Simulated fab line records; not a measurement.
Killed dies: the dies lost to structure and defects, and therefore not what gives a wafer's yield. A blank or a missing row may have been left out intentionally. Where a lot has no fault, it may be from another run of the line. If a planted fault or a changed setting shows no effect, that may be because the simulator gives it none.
fab line records | flow n5Finfet
record lots=13 wafers=37 lastDay=18
route steps=1938 shown ILD0@343 SDB@347 PASSIVATION@1936
lots that met no fault: from a run of the same line without faults
startH: hours from the record's first day to the start of the lot's first wafer shown | waitH: how many hours have passed since the lot's step before this one | " unchanged from the row above | L1.1+2: several wafers, shown together as one row | - no value, or no start given | * or withheld: withheld | < > ~ a bound
route shown NAME@n: NAME is a module with steps in the file, n the number in the route of the first one | usual: mean/standard deviation of fault-free wafers | same: alike in all rows | chamber/n: place in a boat | sites: per-site readings | _std_site: standard deviation of those values | _edge_site: mean of outer sites minus mean of inner sites | radiusMm: for every site, how far away it sits from the centre of the wafer | mask NAME#n: copy n | behind: the most recent tool/chamber to have shaped the wafer | hold: why the lot was held/for how many hours/how that ended | device: transistor that didn't switch, given as n, p or np | end of line: the same wafers' tests at the end of the route | a step without rows: its recipe alone | killed: count of dies lost to structure and defects at first sort (not the wafer's yield) | map: a wafer's dies, marking killed ones x, the rest . and places with no die _
set.NAME: the setting the step ran with; set.NAME@STEP: the setting that earlier step ran with | model.NAME: the simulator's own value behind a step, which no gauge read
route steps across a sampled set of lots; one table per step, one row per wafer
services: the hour from which a tool's chamber was out of use, counted from the record's first day as startH (under 0 if before that day), plus the number of hours and why
## steps
# step N5_ILD0_ALD_15
# recipe material=SiNx targetThkA=240 tempC=400 aldPrecursorFamily=SiH2I2 aldCoReactant=N2/H2-plasma pulseTimeS=1 aldCycles=480 purgeTimeS=2 coReactantPurgeTimeS=2 pressureTorr=2
# usual aldCycles=480/0 heaterPowerW=815/100 precursorPulseHeightRel=1.001/0.019
# columns lot.wafer tool chamber startH waitH aldCycles heaterPowerW precursorPulseHeightRel
L657.1 aldSin-02 3 67.00 0.6 480 927 1.011
L657.5 " 0 68.08 1.2 480 840 0.981
L657.6 " 1 " " 480 856 0.974
L658.2 aldSin-04 2 73.84 0.5 480 757 1.005
L658.5 " 1 74.92 1.2 480 838 0.985
L658.6 " 2 " " 480 801 1.006
L659.4 aldSin-03 2 82.71 1.3 480 947 1.027
L659.5 " 1 83.79 2.3 480 770 0.980
L659.6 " 2 " " 480 930 0.979
L660.1 aldSin-03 0 87.64 0.9 480 943 1.017
L660.3 " 3 " " 480 701 0.992
L660.6 " 0 88.72 1.5 480 986 0.991
L661.4 aldSin-04 3 91.43 0.6 480 666 1.011
L661.5 " 1 92.51 1.6 480 846 1.019
L661.6 " 2 " " 480 789 1.017
L662.1 aldSin-03 3 94.38 0.7 502 705 1.003
L662.3 " 1 " " 502 789 1.003
L662.4 " 2 " " 502 941 0.994
L663.3 aldSin-04 0 97.93 0.4 480 719 1.028
L663.4 " 1 " " 480 832 0.981
L663.5 " 2 99.02 1.2 480 788 1.001
L664.2 aldSin-03 0 103.15 0.5 502 990 0.998
L664.3 " 1 " " 502 791 0.989
L664.5 " 2 104.23 1.2 502 968 1.030
L668.1 aldSin-04 0 135.71 0.6 480 684 1.012
L668.4 " 2 " " 480 791 1.022
L668.6 " 2 136.79 1.1 480 789 0.965
L669.1 aldSin-04 2 138.40 0.6 480 779 0.981
L669.3 " 3 " " 480 677 0.997
L670.1 aldSin-02 0 142.38 0.6 480 824 0.992
L670.2 " 1 " " 480 841 0.995
L670.4 " 3 " " 480 921 0.997
L673.1 aldSin-04 0 156.67 0.6 480 685 0.977
L673.2 " 1 " " 480 851 0.997
L673.6 " 0 157.75 1.1 480 685 0.995
L677.2 aldSin-04 2 184.14 0.5 480 784 0.997
L677.5 " 0 185.22 1.2 480 689 0.989
# step N5_ILD0_INSPECT_06
# recipe inspectInstrument=darkfield mode=postCmp
# usual rawDefectCount=42/21
# columns lot.wafer tool chamber startH waitH rawDefectCount
L657.1 defectInspect-01 - 69.52 0.0 31
L657.5 " - " " 28
L657.6 " - " " 56
L658.2 defectInspect-01 - 76.36 0.0 29
L658.5 " - " " 44
L658.6 " - " " 43
L659.4 defectInspect-02 - 85.23 0.0 26
L659.5 " - " " 60
L659.6 " - " " 27
L660.1 defectInspect-02 - 90.17 0.0 26
L660.3 " - " " 19
L660.6 " - " " 12
L661.4 defectInspect-01 - 93.95 0.0 29
L661.5 " - " " 26
L661.6 " - " " 33
L662.1 defectInspect-02 - 96.90 0.0 24
L662.3 " - " " 41
L662.4 " - " " 90
L663.3 defectInspect-02 - 100.46 0.0 27
L663.4 " - " " 36
L663.5 " - " " 54
L664.2 defectInspect-01 - 105.68 0.0 59
L664.3 " - " " 72
L664.5 " - " " 34
L668.1 defectInspect-01 - 138.23 0.0 37
L668.4 " - " " 43
L668.6 " - " " 42
L669.1 defectInspect-02 - 140.92 0.0 27
L669.3 " - " " 36
L670.1 defectInspect-01 - 144.90 0.0 51
L670.2 " - " " 39
L670.4 " - " " 61
L673.1 defectInspect-02 - 159.19 0.0 37
L673.2 " - " " 41
L673.6 " - " " 32
L677.2 defectInspect-01 - 186.66 0.0 36
L677.5 " - " " 63
# step N5_SDB_HM_DEP_00
# recipe material=SiNx targetThkA=400 tempC=400 precursor=SiH4/NH3/N2 pressureTorr=1.5 rfW=300 timeS=35.3
# usual heaterPowerW=814/110 rfFwdPowerW=297.4/1.3 showerheadPlenumPTorr=5.14/0.082 throttleValvePct=39.4/1.8
# columns lot.wafer tool chamber startH waitH heaterPowerW rfFwdPowerW showerheadPlenumPTorr throttleValvePct
L657.1 pecvd-01 0 69.55 0.0 799 297.2 5.09 40.4
L657.5 " 1 " " 585 299.1 5.16 43.8
L657.6 " 0 " " 771 297.3 5.09 40.5
L658.2 pecvd-02 0 76.40 0.0 813 296.4 5.20 38.8
L658.5 " 2 " " 742 298.2 5.29 38.8
L658.6 " 1 " " 894 295.2 5.19 40.0
L659.4 pecvd-03 0 85.29 0.1 740 297.2 5.11 38.3
L659.5 " 1 " " 909 297.5 5.10 37.9
L659.6 " 2 " " 1043 295.0 5.21 42.1
L660.1 pecvd-02 1 90.20 0.0 860 297.8 5.19 39.8
L660.3 " 0 " " 784 297.9 5.17 38.5
L660.6 " 2 " " 821 298.1 5.28 38.6
L661.4 pecvd-03 0 94.01 0.1 805 297.0 5.11 38.2
L661.5 " 2 " " 887 295.5 5.21 42.3
L661.6 " 1 " " 954 298.7 5.12 38.0
L662.1 pecvd-02 1 96.93 0.0 901 296.3 5.19 40.0
L662.3 " 1 " " 916 295.2 5.18 39.7
L662.4 " 2 " " 793 296.3 5.28 38.8
L663.3 pecvd-02 2 100.52 0.1 806 297.3 5.28 38.8
L663.4 " 1 " " 936 295.4 5.20 40.0
L663.5 " 1 " " 957 296.6 5.19 39.9
L664.2 pecvd-01 2 105.72 0.0 854 296.7 4.96 38.8
L664.3 " 1 " " 592 297.0 5.16 43.9
L664.5 " 1 " " 596 297.1 5.15 43.8
L668.1 pecvd-01 0 138.27 0.0 729 297.9 5.07 40.5
L668.4 " 1 " " 596 297.2 5.17 43.8
L668.6 " 2 " " 824 295.4 4.97 38.7
L669.1 pecvd-03 1 140.96 0.0 902 297.8 5.11 38.1
L669.3 " 0 " " 738 297.3 5.12 38.4
L670.1 pecvd-03 1 144.94 0.0 897 298.6 5.10 38.0
L670.2 " 0 " " 684 297.6 5.11 38.5
L670.4 " 1 " " 929 298.6 5.11 38.1
L673.1 pecvd-03 1 159.22 0.0 893 298.7 5.11 37.9
L673.2 " 0 " " 778 298.9 5.12 38.5
L673.6 " 0 " " 768 297.6 5.10 38.1
L677.2 pecvd-03 2 186.70 0.0 908 295.6 5.20 38.0
L677.5 " 1 " " 909 298.7 5.11 38.3
# step N5_SDB_OVL_MEAS_12
# recipe pointsPerWafer=44
# usual SDB_OVL=0.1/0.77
# columns lot.wafer tool chamber startH waitH SDB_OVL[nm]
L657.1 overlay-01 0 70.04 0.0 -0.1
L657.5 " 0 " " 0.3
L657.6 " 0 " " 0.2
L658.2 overlay-02 0 76.88 0.0 0.1
L658.5 " 0 " " 0.2
L658.6 " 0 " " -1.4
L659.4 overlay-01 0 85.75 0.0 -0.3
L659.5 " 0 " " -0.6
L659.6 " 0 " " 0.3
L660.1 overlay-01 0 90.56 0.0 0.0
L660.3 " 0 " " 0.1
L660.6 " 0 " " 0.4
L661.4 overlay-01 0 94.47 0.0 -0.2
L661.5 " 0 " " -0.5
L661.6 " 0 " " 0.3
L662.1 overlay-01 0 97.32 0.0 -0.4
L662.3 " 0 " " -1.1
L662.4 " 0 " " -0.4
L663.3 overlay-01 0 101.00 0.0 -0.7
L663.4 " 0 " " 0.0
L663.5 " 0 " " -0.2
L664.2 overlay-01 0 106.20 0.0 -0.6
L664.3 " 0 " " 0.4
L664.5 " 0 " " 0.3
L668.1 overlay-01 0 138.75 0.0 0.5
L668.4 " 0 " " -0.2
L668.6 " 0 " " 0.4
L669.1 overlay-01 0 141.34 0.0 -1.1
L669.3 " 0 " " -0.9
L670.1 overlay-01 0 145.45 0.0 1.6
L670.2 " 0 " " 0.8
L670.4 " 0 " " 1.3
L673.1 overlay-02 0 159.70 0.0 0.0
L673.2 " 0 " " -1.4
L673.6 " 0 " " -0.1
L677.2 overlay-02 0 187.18 0.0 -0.1
L677.5 " 0 " " -0.5
# step N5_PASSIVATION_PROBE_49
# usual defectLimitedYield=91.3/1.4 killed_at_M0_to_M3=36/10 killed_at_M4_up=13/5.4 killedAtContacts=12/5.3 killedAtFrontEnd=39/10 killedAtOther=3.2/2.7 killedDies=103/16 killedOpen=68/13 killedShort=33/6.6 sort_bin_5_function=5.1/0.92 sort_bin_6_memory=3.3/0.68 sort_bin_8_speed=0.1/0.41 sortNPass=1077/17 sortYieldPct=91.2/1.4
# same grossDies=1180 killedAtBackSide=0 sort_bin_4_leakage[%]=0
# columns lot.wafer tool chamber startH waitH defectLimitedYield[%] killed_at_M0_to_M3 killed_at_M4_up killedAtContacts killedAtFrontEnd killedAtOther killedDies killedOpen killedShort sort_bin_5_function[%] sort_bin_6_memory[%] sort_bin_8_speed[%] sortNPass sortYieldPct[%]
L658.2 prober-02 - 307.79 0.1 91.9 34 21 10 29 2 96 66 30 4.2 3.5 0 1084 91.9
L658.5 prober-02 - 307.94 0.2 91.9 33 14 9 38 1 95 57 36 4.5 3.2 0 1085 91.9
L658.6 prober-02 - 307.99 0.3 92.1 29 15 12 28 9 93 56 35 5.1 2.7 0 1087 92.1
L669.1 prober-01 - 365.61 0.2 91.2 23 18 19 33 11 104 72 31 5.8 3.0 0 1076 91.2
L669.3 prober-01 - 365.71 0.3 92.0 30 17 10 34 3 94 54 39 4.7 2.7 0 1086 92.0
L668.1 prober-02 - 380.80 0.0 90.8 50 18 5 33 3 109 61 46 5.1 3.8 0 1071 90.8
L668.4 prober-02 - 380.95 0.2 92.7 32 8 7 28 11 86 61 24 3.8 3.1 0 1094 92.7
L668.6 prober-02 - 381.05 0.3 92.6 26 16 2 32 11 87 54 31 4.2 2.9 0.1 1092 92.5
L670.1 prober-01 - 390.21 0.0 92.1 28 12 7 45 1 93 65 25 5.0 2.7 0 1087 92.1
L670.2 prober-01 - 390.26 0.1 91.8 36 5 24 25 7 97 60 36 4.7 3.3 0 1083 91.8
L670.4 prober-01 - 390.36 0.2 93.0 25 9 10 32 7 83 52 31 3.5 3.3 0 1097 93.0
L677.2 prober-01 - 429.97 0.1 92.5 23 25 3 37 1 89 61 27 4.8 2.3 0 1091 92.5
L677.5 prober-01 - 430.12 0.2 90.3 39 31 6 36 2 114 70 41 5.2 4.0 0 1066 90.3
# killed by level:class
L658.2 BEOL_M4:geometricParticle:open=15 MOL_CONTACT_COAG:geometricParticle:open=8 BEOL_M0:geometricParticle:open=7 BEOL_M0_SAQP:geometricParticle:short=5 BEOL_M0_SAQP:geometricParticle:open=5 BEOL_M2:geometricParticle:open=5 BEOL_M3:geometricParticle:open=5 FIN_SAQP:geometricParticle:open=4
L658.5 FIN_SAQP:geometricParticle:short=11 BEOL_M2:geometricParticle:open=9 STI_FIN_REVEAL:geometricParticle:open=8 MOL_CONTACT_COAG:geometricParticle:open=7 BEOL_M4:geometricParticle:open=7 BEOL_M0_SAQP:geometricParticle:short=5 BEOL_M0_SAQP:geometricParticle:open=5 BEOL_M1:geometricParticle:short=5
L658.6 MOL_CONTACT_COAG:geometricParticle:open=11 BEOL_M0_SAQP:geometricParticle:short=8 DUMMY_GATE:geometricParticle:open=7 BEOL_M2:geometricParticle:open=7 BEOL_M1:geometricParticle:open=6 FIN_SAQP:geometricParticle:open=4 GATE_CUT:geometricParticle:short=4 PAD_METAL:geometricParticle:short=4
L669.1 MOL_CONTACT_COAG:geometricParticle:open=15 BEOL_M4:geometricParticle:open=11 FIN_SAQP:geometricParticle:open=8 BEOL_M0_SAQP:geometricParticle:open=8 DUMMY_GATE:geometricParticle:open=7 BEOL_M0_SAQP:geometricParticle:short=6 MOL_CONTACT_COAG:geometricParticle:short=4 PASS1_DEP:geometricParticle:short=4
L669.3 BEOL_M0_SAQP:geometricParticle:short=11 BEOL_M2:geometricParticle:open=10 FIN_SAQP:geometricParticle:short=9 FIN_SAQP:geometricParticle:open=8 BEOL_M4:geometricParticle:open=8 MOL_CONTACT_COAG:geometricParticle:open=5 MOL_CONTACT_COAG:geometricParticle:short=5 BEOL_M3:geometricParticle:open=5
L668.1 BEOL_M0_SAQP:geometricParticle:short=18 BEOL_M0_SAQP:geometricParticle:open=12 BEOL_M1:geometricParticle:open=8 STI_FIN_REVEAL:geometricParticle:open=8 BEOL_M4:geometricParticle:open=7 BEOL_M3:geometricParticle:open=6 STARTING-WAFER:geometricParticle:short=5 FIN_SAQP:geometricParticle:open=4
L668.4 BEOL_M1:geometricParticle:open=11 STI_FIN_REVEAL:geometricParticle:open=10 BEOL_M2:geometricParticle:open=7 FIN_SAQP:geometricParticle:short=6 MOL_CONTACT_COAG:geometricParticle:open=6 BEOL_M0_SAQP:geometricParticle:short=5 BEOL_M3:geometricParticle:open=5 FIN_SAQP:geometricParticle:open=4
L668.6 BEOL_M0_SAQP:geometricParticle:open=13 STI_FIN_REVEAL:geometricParticle:open=9 FIN_SAQP:geometricParticle:open=6 BEOL_M0_SAQP:geometricParticle:short=6 FIN_SAQP:geometricParticle:short=5 BEOL_M4:geometricParticle:open=5 BEOL_M3:geometricParticle:open=3 BEOL_M7:geometricParticle:open=3
L670.1 DUMMY_GATE:geometricParticle:open=11 FIN_SAQP:geometricParticle:open=7 BEOL_M3:geometricParticle:open=7 MOL_CONTACT_COAG:geometricParticle:open=6 BEOL_M1:geometricParticle:open=6 STI_FIN_REVEAL:geometricParticle:open=5 BEOL_M0_SAQP:geometricParticle:short=4 BEOL_M0_SAQP:geometricParticle:open=4
L670.2 MOL_CONTACT_COAG:geometricParticle:open=18 BEOL_M0_SAQP:geometricParticle:short=8 BEOL_M0:geometricParticle:open=8 MOL_CONTACT_COAG:geometricParticle:short=6 BEOL_M0_SAQP:geometricParticle:open=6 MIM_TOP_ETCH:geometricParticle:short=6 BEOL_M1:geometricParticle:open=5 STI_FIN_REVEAL:geometricParticle:open=4
L670.4 MOL_CONTACT_COAG:geometricParticle:open=9 BEOL_M0_SAQP:geometricParticle:short=8 BEOL_M2:geometricParticle:open=6 STI_FIN_REVEAL:geometricParticle:open=5 DUMMY_GATE:geometricParticle:open=4 ILD0:geometricParticle:open=4 MIM_TOP_ETCH:geometricParticle:short=4 STARTING-WAFER:geometricParticle:short=4
L677.2 BEOL_M4:geometricParticle:open=14 STI_FIN_REVEAL:geometricParticle:open=13 BEOL_M0_SAQP:geometricParticle:short=8 FIN_SAQP:geometricParticle:open=7 BEOL_M5:geometricParticle:open=5 DUMMY_GATE:geometricParticle:open=4 BEOL_M0_SAQP:geometricParticle:open=4 FIN_SAQP:geometricParticle:short=3
L677.5 BEOL_M2:geometricParticle:open=16 BEOL_M4:geometricParticle:open=16 FIN_SAQP:geometricParticle:open=8 FIN_SAQP:geometricParticle:short=8 BEOL_M0_SAQP:geometricParticle:open=8 MOL_CONTACT_COAG:geometricParticle:open=4 BEOL_M0_SAQP:geometricParticle:short=4 BEOL_M4:geometricParticle:short=4
## services
# columns tool chamber startH hours kind
pecvd-01 0 51.20 3.6 repair
aldSin-02 - 62.02 2.1 repair
pecvd-03 1 76.77 5.0 repair
aldSin-03 0 79.03 7.5 repair
aldSin-02 - 85.49 14.0 pm
aldSin-02 0 85.49 14.0 ventCycle
aldSin-02 1 85.49 14.0 ventCycle
aldSin-02 2 85.49 14.0 ventCycle
aldSin-02 3 85.49 14.0 ventCycle
pecvd-02 1 85.70 2.1 scheduledDown
aldSin-04 - 89.69 1.2 repair
pecvd-03 1 95.60 5.0 scheduledDown
pecvd-02 0 96.56 5.5 scheduledDown
pecvd-03 - 96.70 1.1 repair
pecvd-03 2 100.60 2.1 scheduledDown
aldSin-03 3 101.49 2.7 repair
pecvd-03 0 104.59 2.1 scheduledDown
pecvd-02 - 114.96 5.5 pm
aldSin-04 3 123.68 6.9 repair
pecvd-03 2 126.51 - clean
pecvd-03 2 126.51 29.5 scheduledDown
pecvd-03 2 126.51 29.5 ventCycle
pecvd-01 0 166.11 2.1 scheduledDown
pecvd-03 0 179.35 5.6 repair
## key
firstSign step=N5_ILD0_ALD_15 reading=aldCycles direction=up sigmas=99+ usual=* struck=*
effect none on later readings
metAt N5_ILD0_ALD_15
struckLots L662,L664
rowsEnd L664.2,L664.3,L664.5
notActingAt N5_ILD0_INSPECT_06,N5_SDB_HM_DEP_00,N5_SDB_OVL_MEAS_12
onsetBetween 87.64 94.38
earlierFault kind=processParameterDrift tool=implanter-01 chamber=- onsetH=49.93 steps=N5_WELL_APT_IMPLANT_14 channel=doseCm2 offset=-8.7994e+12 shape=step actsIn=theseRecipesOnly stated=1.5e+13
fault kind=processParameterDrift tool=aldSin-03 chamber=- onsetH=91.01 steps=N5_ILD0_ALD_15 channel=aldCycles offset=* shape=step actsIn=* stated=*
# rowsEnd: these wafers met a further fault down the route, and their rows from its step on are left out
